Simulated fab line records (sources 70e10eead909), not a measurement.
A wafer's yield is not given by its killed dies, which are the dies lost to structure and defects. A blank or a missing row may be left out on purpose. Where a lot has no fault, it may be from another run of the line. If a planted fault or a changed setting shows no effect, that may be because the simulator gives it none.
Which tool is to blame? || flow nandHarc || 12 lots with 36 wafers sampled at 5 steps, on a route of 1302 steps

== WHAT THE GAUGES SHOWED, per wafer ==
NHARC_END_SORT_01. Usual: killedAtArray 55, standard deviation 19; killedAtOther 0.9, standard deviation 1.4; killedAtPeriphery 3.8, standard deviation 2.9; killedDies 60, standard deviation 19; killedOpen 3.3, standard deviation 1.8; killedShort 2.6, standard deviation 1.6.
{"lot": "L581", "measured": "day 30 02:23", "on": "prober-02", "killedAtArray": "55 672 48", "killedAtOther": "1 0 0", "killedAtPeriphery": "5 5 2", "killedDies": "61 677 50", "killedOpen": "3 3 0", "killedShort": "4 2 1", "flag": "OFF"}
{"lot": "L585", "measured": "day 31 15:01", "on": "prober-02", "killedAtArray": "36 45 39", "killedAtOther": "4 0 1", "killedAtPeriphery": "2 2 2", "killedDies": "42 47 42", "killedOpen": "2 1 1", "killedShort": "2 3 3", "flag": ""}

== EACH LOT AND THE TOOL THAT RAN IT (in order: tool; ch and the chambers of the sampled wafers; start) ==
{"lot": "L569", "NHARC_A_STAIRCASE_ETCH_201": "rieDiel-11 ch 1,2, day 16 03:15 or earlier", "NHARC_A_STAIRCASE_ETCH_223": "rieDiel-03 ch 0,1,3, day 16 03:15", "NHARC_A_STAIRCASE_ETCH_225": "rieDiel-03 ch 0,2,3, no start", "NHARC_A_STAIRCASE_TRIM_235": "rieDiel-11 ch 0,1,3, no start"}
{"lot": "L570", "NHARC_A_STAIRCASE_ETCH_201": "rieDiel-03 ch 2,3, day 17 00:13 or earlier", "NHARC_A_STAIRCASE_ETCH_223": "rieDiel-04 ch 2,3, day 17 00:13", "NHARC_A_STAIRCASE_ETCH_225": "rieDiel-04 ch 0,1,3, no start", "NHARC_A_STAIRCASE_TRIM_235": "rieDiel-03 ch 0,1, no start"}
{"lot": "L571", "NHARC_A_STAIRCASE_ETCH_201": "rieDiel-03 ch 0,1,3, day 17 21:49 or earlier", "NHARC_A_STAIRCASE_ETCH_223": "rieDiel-04 ch 2,3, day 17 21:49", "NHARC_A_STAIRCASE_ETCH_225": "rieDiel-04 ch 1,2, no start", "NHARC_A_STAIRCASE_TRIM_235": "rieDiel-04 ch 1,2,3, no start"}
{"lot": "L574", "NHARC_A_STAIRCASE_ETCH_201": "rieDiel-04 ch 0,1,2, day 18 16:32 or earlier", "NHARC_A_STAIRCASE_ETCH_223": "rieDiel-03 ch 0,1, day 18 16:32", "NHARC_A_STAIRCASE_ETCH_225": "rieDiel-03 ch 0,3, no start", "NHARC_A_STAIRCASE_TRIM_235": "rieDiel-11 ch 0,2,3, no start"}
{"lot": "L581", "NHARC_A_STAIRCASE_ETCH_201": "rieDiel-04 ch 0,1,2, day 21 07:23 or earlier", "NHARC_A_STAIRCASE_ETCH_223": "rieDiel-04 ch 0,1,3, day 21 07:23", "NHARC_A_STAIRCASE_ETCH_225": "rieDiel-04 ch 0,1,2, day 30 02:23 or earlier", "NHARC_A_STAIRCASE_TRIM_235": "rieDiel-04 ch 1,2,3, day 30 02:23 or earlier"}
{"lot": "L582", "NHARC_A_STAIRCASE_ETCH_201": "rieDiel-11 ch 0,2,3, day 21 22:48 or earlier", "NHARC_A_STAIRCASE_ETCH_223": "rieDiel-03 ch 1,2,3, day 21 22:48", "NHARC_A_STAIRCASE_ETCH_225": "rieDiel-03 ch 0,1,3, no start", "NHARC_A_STAIRCASE_TRIM_235": "rieDiel-04 ch 0,2,3, no start"}
{"lot": "L583", "NHARC_A_STAIRCASE_ETCH_201": "rieDiel-03 ch 0,1,3, day 21 23:08 or earlier", "NHARC_A_STAIRCASE_ETCH_223": "rieDiel-03 ch 0,2, day 21 23:08", "NHARC_A_STAIRCASE_ETCH_225": "rieDiel-03 ch 0,3, no start", "NHARC_A_STAIRCASE_TRIM_235": "rieDiel-03 ch 0,3, no start"}
{"lot": "L585", "NHARC_A_STAIRCASE_ETCH_201": "rieDiel-03 ch 1,2,3, day 23 05:21 or earlier", "NHARC_A_STAIRCASE_ETCH_223": "rieDiel-11 ch 0,2,3, day 23 05:21", "NHARC_A_STAIRCASE_ETCH_225": "rieDiel-11 ch 0,1,2, day 31 15:01 or earlier", "NHARC_A_STAIRCASE_TRIM_235": "rieDiel-04 ch 1,2,3, day 31 15:01 or earlier"}
{"lot": "L586", "NHARC_A_STAIRCASE_ETCH_201": "rieDiel-04 ch 0,1,2, day 23 07:38 or earlier", "NHARC_A_STAIRCASE_ETCH_223": "rieDiel-03 ch 0,1,3, day 23 07:38", "NHARC_A_STAIRCASE_ETCH_225": "rieDiel-03 ch 2,3, no start", "NHARC_A_STAIRCASE_TRIM_235": "rieDiel-03 ch 0,1, no start"}
{"lot": "L587", "NHARC_A_STAIRCASE_ETCH_201": "rieDiel-04 ch 0,2,3, day 23 22:44 or earlier", "NHARC_A_STAIRCASE_ETCH_223": "rieDiel-11 ch 0,1,2, day 23 22:44", "NHARC_A_STAIRCASE_ETCH_225": "rieDiel-11 ch 2,3, no start", "NHARC_A_STAIRCASE_TRIM_235": "rieDiel-11 ch 0,2,3, no start"}
{"lot": "L588", "NHARC_A_STAIRCASE_ETCH_201": "rieDiel-03 ch 0,1, day 24 19:19 or earlier", "NHARC_A_STAIRCASE_ETCH_223": "rieDiel-11 ch 0,1,2, day 24 19:19", "NHARC_A_STAIRCASE_ETCH_225": "rieDiel-11 ch 1,3, no start", "NHARC_A_STAIRCASE_TRIM_235": "rieDiel-11 ch 1,3, no start"}
{"lot": "L591", "NHARC_A_STAIRCASE_ETCH_201": "rieDiel-04 ch 0,1,2, day 25 14:58 or earlier", "NHARC_A_STAIRCASE_ETCH_223": "rieDiel-04 ch 0,1, day 25 14:58", "NHARC_A_STAIRCASE_ETCH_225": "rieDiel-04 ch 0,3, no start", "NHARC_A_STAIRCASE_TRIM_235": "rieDiel-11 ch 0,2,3, no start"}
- NHARC_A_STAIRCASE_ETCH_201: etches the open film in C4F8/O2, target depth 100 nm, time 40.5 s.
- NHARC_A_STAIRCASE_ETCH_223: etches the open film in C4F8/O2, target depth 100 nm, time 40.5 s.
- NHARC_A_STAIRCASE_ETCH_225: etches the open film in C4F8/O2, target depth 100 nm, time 40.5 s.
- NHARC_A_STAIRCASE_TRIM_235: chemistry O2, time 211.2 s.

== WHAT THE TOOLS THEMSELVES READ (means of the sampled wafers that have a number; where no wafer has one, the mark that the record gives instead) ==
NHARC_A_STAIRCASE_ETCH_201. Usual: oesProductAu 0.946 a.u., standard deviation 0.018; rfVppV 897 V, standard deviation 6.6; runLengthS 61.8 s, standard deviation 0.47.
{"lot": "L569", "tool": "rieDiel-11", "oesProductAu (a.u.)": 0.936, "rfVppV (V)": 891, "runLengthS (s)": 62.3, "flag": ""}
{"lot": "L570", "tool": "rieDiel-03", "oesProductAu (a.u.)": 0.956, "rfVppV (V)": 891, "runLengthS (s)": 61.9, "flag": ""}
{"lot": "L571", "tool": "rieDiel-03", "oesProductAu (a.u.)": 0.927, "rfVppV (V)": 899, "runLengthS (s)": 61.8, "flag": ""}
{"lot": "L574", "tool": "rieDiel-04", "oesProductAu (a.u.)": 0.944, "rfVppV (V)": 901, "runLengthS (s)": 61.7, "flag": ""}
{"lot": "L581", "tool": "rieDiel-04", "oesProductAu (a.u.)": 0.939, "rfVppV (V)": 901, "runLengthS (s)": 61.6, "flag": ""}
{"lot": "L582", "tool": "rieDiel-11", "oesProductAu (a.u.)": 0.947, "rfVppV (V)": 893, "runLengthS (s)": 61.7, "flag": ""}
{"lot": "L583", "tool": "rieDiel-03", "oesProductAu (a.u.)": 0.946, "rfVppV (V)": 898, "runLengthS (s)": 62.0, "flag": ""}
{"lot": "L585", "tool": "rieDiel-03", "oesProductAu (a.u.)": 0.950, "rfVppV (V)": 899, "runLengthS (s)": 61.8, "flag": ""}
{"lot": "L586", "tool": "rieDiel-04", "oesProductAu (a.u.)": 0.939, "rfVppV (V)": 901, "runLengthS (s)": 61.5, "flag": ""}
{"lot": "L587", "tool": "rieDiel-04", "oesProductAu (a.u.)": 0.945, "rfVppV (V)": 902, "runLengthS (s)": 61.5, "flag": ""}
{"lot": "L588", "tool": "rieDiel-03", "oesProductAu (a.u.)": 0.937, "rfVppV (V)": 899, "runLengthS (s)": 62.1, "flag": ""}
{"lot": "L591", "tool": "rieDiel-04", "oesProductAu (a.u.)": 0.938, "rfVppV (V)": 901, "runLengthS (s)": 61.3, "flag": ""}

NHARC_A_STAIRCASE_ETCH_223. Usual: oesProductAu 0.941 a.u., standard deviation 0.013; rfVppV 897 V, standard deviation 6.5; runLengthS 61.9 s, standard deviation 0.44.
{"lot": "L569", "tool": "rieDiel-03", "oesProductAu (a.u.)": 0.936, "rfVppV (V)": 899, "runLengthS (s)": 61.8, "flag": ""}
{"lot": "L570", "tool": "rieDiel-04", "oesProductAu (a.u.)": 0.939, "rfVppV (V)": 891, "runLengthS (s)": 61.5, "flag": ""}
{"lot": "L571", "tool": "rieDiel-04", "oesProductAu (a.u.)": 0.938, "rfVppV (V)": 893, "runLengthS (s)": 61.7, "flag": ""}
{"lot": "L574", "tool": "rieDiel-03", "oesProductAu (a.u.)": 0.945, "rfVppV (V)": 897, "runLengthS (s)": 62.1, "flag": ""}
{"lot": "L581", "tool": "rieDiel-04", "oesProductAu (a.u.)": 0.945, "rfVppV (V)": 899, "runLengthS (s)": 57.6, "flag": "OFF"}
{"lot": "L582", "tool": "rieDiel-03", "oesProductAu (a.u.)": 0.945, "rfVppV (V)": 898, "runLengthS (s)": 62.0, "flag": ""}
{"lot": "L583", "tool": "rieDiel-03", "oesProductAu (a.u.)": 0.956, "rfVppV (V)": 905, "runLengthS (s)": 62.4, "flag": ""}
{"lot": "L585", "tool": "rieDiel-11", "oesProductAu (a.u.)": 0.928, "rfVppV (V)": 892, "runLengthS (s)": 61.8, "flag": ""}
{"lot": "L586", "tool": "rieDiel-03", "oesProductAu (a.u.)": 0.935, "rfVppV (V)": 898, "runLengthS (s)": 61.8, "flag": ""}
{"lot": "L587", "tool": "rieDiel-11", "oesProductAu (a.u.)": 0.937, "rfVppV (V)": 889, "runLengthS (s)": 61.9, "flag": ""}
{"lot": "L588", "tool": "rieDiel-11", "oesProductAu (a.u.)": 0.950, "rfVppV (V)": 890, "runLengthS (s)": 62.2, "flag": ""}
{"lot": "L591", "tool": "rieDiel-04", "oesProductAu (a.u.)": 0.934, "rfVppV (V)": 903, "runLengthS (s)": 61.7, "flag": ""}

NHARC_A_STAIRCASE_ETCH_225. Usual: oesProductAu 0.943 a.u., standard deviation 0.014; rfVppV 896 V, standard deviation 6.9; runLengthS 61.9 s, standard deviation 0.41.
{"lot": "L569", "tool": "rieDiel-03", "oesProductAu (a.u.)": 0.937, "rfVppV (V)": 897, "runLengthS (s)": 62.1, "flag": ""}
{"lot": "L570", "tool": "rieDiel-04", "oesProductAu (a.u.)": 0.943, "rfVppV (V)": 899, "runLengthS (s)": 61.9, "flag": ""}
{"lot": "L571", "tool": "rieDiel-04", "oesProductAu (a.u.)": 0.924, "rfVppV (V)": 898, "runLengthS (s)": 61.5, "flag": ""}
{"lot": "L574", "tool": "rieDiel-03", "oesProductAu (a.u.)": 0.940, "rfVppV (V)": 901, "runLengthS (s)": 61.8, "flag": ""}
{"lot": "L581", "tool": "rieDiel-04", "oesProductAu (a.u.)": 0.936, "rfVppV (V)": 902, "runLengthS (s)": 61.7, "flag": ""}
{"lot": "L582", "tool": "rieDiel-03", "oesProductAu (a.u.)": 0.939, "rfVppV (V)": 898, "runLengthS (s)": 62.1, "flag": ""}
{"lot": "L583", "tool": "rieDiel-03", "oesProductAu (a.u.)": 0.945, "rfVppV (V)": 900, "runLengthS (s)": 61.8, "flag": ""}
{"lot": "L585", "tool": "rieDiel-11", "oesProductAu (a.u.)": 0.950, "rfVppV (V)": 889, "runLengthS (s)": 62.0, "flag": ""}
{"lot": "L586", "tool": "rieDiel-03", "oesProductAu (a.u.)": 0.930, "rfVppV (V)": 902, "runLengthS (s)": 62.0, "flag": ""}
{"lot": "L587", "tool": "rieDiel-11", "oesProductAu (a.u.)": 0.929, "rfVppV (V)": 894, "runLengthS (s)": 62.0, "flag": ""}
{"lot": "L588", "tool": "rieDiel-11", "oesProductAu (a.u.)": 0.957, "rfVppV (V)": 896, "runLengthS (s)": 61.8, "flag": ""}
{"lot": "L591", "tool": "rieDiel-04", "oesProductAu (a.u.)": 0.939, "rfVppV (V)": 906, "runLengthS (s)": 61.5, "flag": ""}

NHARC_A_STAIRCASE_TRIM_235. Usual: drypumpMotorCurrentA 5.7 A, standard deviation 0.38; oesProductAu 1.000 a.u., standard deviation 0.014; rfVppV 57.7 V, standard deviation 0.91; showerheadPlenumPTorr 3.53 Torr, standard deviation 0.18; throttleValvePct 17.036 %, standard deviation 0.0087.
{"lot": "L569", "tool": "rieDiel-11", "drypumpMotorCurrentA (A)": 5.7, "oesProductAu (a.u.)": 1.004, "rfVppV (V)": 56.7, "showerheadPlenumPTorr (Torr)": 3.45, "throttleValvePct (%)": 17.032, "flag": ""}
{"lot": "L570", "tool": "rieDiel-03", "drypumpMotorCurrentA (A)": 5.6, "oesProductAu (a.u.)": 1.002, "rfVppV (V)": 58.2, "showerheadPlenumPTorr (Torr)": 3.65, "throttleValvePct (%)": 17.042, "flag": ""}
{"lot": "L571", "tool": "rieDiel-04", "drypumpMotorCurrentA (A)": 5.6, "oesProductAu (a.u.)": 0.991, "rfVppV (V)": 57.6, "showerheadPlenumPTorr (Torr)": 3.53, "throttleValvePct (%)": 17.029, "flag": ""}
{"lot": "L574", "tool": "rieDiel-11", "drypumpMotorCurrentA (A)": 5.4, "oesProductAu (a.u.)": 0.995, "rfVppV (V)": 58.0, "showerheadPlenumPTorr (Torr)": 3.43, "throttleValvePct (%)": 17.041, "flag": ""}
{"lot": "L581", "tool": "rieDiel-04", "drypumpMotorCurrentA (A)": 5.6, "oesProductAu (a.u.)": 1.008, "rfVppV (V)": 57.6, "showerheadPlenumPTorr (Torr)": 3.51, "throttleValvePct (%)": 17.035, "flag": ""}
{"lot": "L582", "tool": "rieDiel-04", "drypumpMotorCurrentA (A)": 5.4, "oesProductAu (a.u.)": 1.004, "rfVppV (V)": 56.7, "showerheadPlenumPTorr (Torr)": 3.52, "throttleValvePct (%)": 17.025, "flag": ""}
{"lot": "L583", "tool": "rieDiel-03", "drypumpMotorCurrentA (A)": 5.9, "oesProductAu (a.u.)": 0.997, "rfVppV (V)": 57.9, "showerheadPlenumPTorr (Torr)": 3.70, "throttleValvePct (%)": 17.040, "flag": ""}
{"lot": "L585", "tool": "rieDiel-04", "drypumpMotorCurrentA (A)": 5.5, "oesProductAu (a.u.)": 1.004, "rfVppV (V)": 57.8, "showerheadPlenumPTorr (Torr)": 3.50, "throttleValvePct (%)": 17.038, "flag": ""}
{"lot": "L586", "tool": "rieDiel-03", "drypumpMotorCurrentA (A)": 5.4, "oesProductAu (a.u.)": 1.005, "rfVppV (V)": 58.3, "showerheadPlenumPTorr (Torr)": 3.52, "throttleValvePct (%)": 17.039, "flag": ""}
{"lot": "L587", "tool": "rieDiel-11", "drypumpMotorCurrentA (A)": 5.5, "oesProductAu (a.u.)": 0.991, "rfVppV (V)": 57.1, "showerheadPlenumPTorr (Torr)": 3.41, "throttleValvePct (%)": 17.040, "flag": ""}
{"lot": "L588", "tool": "rieDiel-11", "drypumpMotorCurrentA (A)": 5.5, "oesProductAu (a.u.)": 1.015, "rfVppV (V)": 57.6, "showerheadPlenumPTorr (Torr)": 3.51, "throttleValvePct (%)": 17.034, "flag": ""}
{"lot": "L591", "tool": "rieDiel-11", "drypumpMotorCurrentA (A)": 5.5, "oesProductAu (a.u.)": 0.993, "rfVppV (V)": 58.0, "showerheadPlenumPTorr (Torr)": 3.40, "throttleValvePct (%)": 17.034, "flag": ""}

== THE ANSWER, worked out from the rows above alone ==
Rule: a lot is off if the mean of its wafers that have a number lies more than 3 standard deviations from the usual mean. Also off: a lot with no number at a reading for which 4 or more lots have one. All remaining lots with rows at the step are treated as sound. Order of review: gauges by route order, followed by the tools' own readings, for which a lot's mean as printed above is used. The first step at which some lot is off is used, and at that step the reading that is off furthest; a lot without a number counts as furthest.
Off, at NHARC_END_SORT_01 on killedAtArray: L581. Neither off nor sound, because the step has no rows for them: L569, L570, L571, L574, L582, L583, L586, L587, L588, L591.
If a tool, at a process step before that reading, ran all the lots that are off and no sound lot after the first of them, it fits. Not tried: the gauges at NHARC_END_SORT_01; whatever is off there is also off at NHARC_A_STAIRCASE_ETCH_223, on other tools, and gauge error can't account for it. NHARC_A_STAIRCASE_ETCH_201 gives no start for some lots, so the hours and the order of its lots are those of NHARC_A_STAIRCASE_ETCH_223. NHARC_A_STAIRCASE_ETCH_225 gives no start for some lots, so the hours and the order of its lots are those of NHARC_END_SORT_01. NHARC_A_STAIRCASE_TRIM_235 gives no start for some lots, so the hours and the order of its lots are those of NHARC_END_SORT_01. One fits: NHARC_A_STAIRCASE_ETCH_201 and NHARC_A_STAIRCASE_ETCH_223 and NHARC_A_STAIRCASE_ETCH_225 on rieDiel-04. It ran no sound lot before its first lot that is off in this sample, so the start can't be narrowed down.

== WHAT THE SIMULATOR HAD PUT IN ==
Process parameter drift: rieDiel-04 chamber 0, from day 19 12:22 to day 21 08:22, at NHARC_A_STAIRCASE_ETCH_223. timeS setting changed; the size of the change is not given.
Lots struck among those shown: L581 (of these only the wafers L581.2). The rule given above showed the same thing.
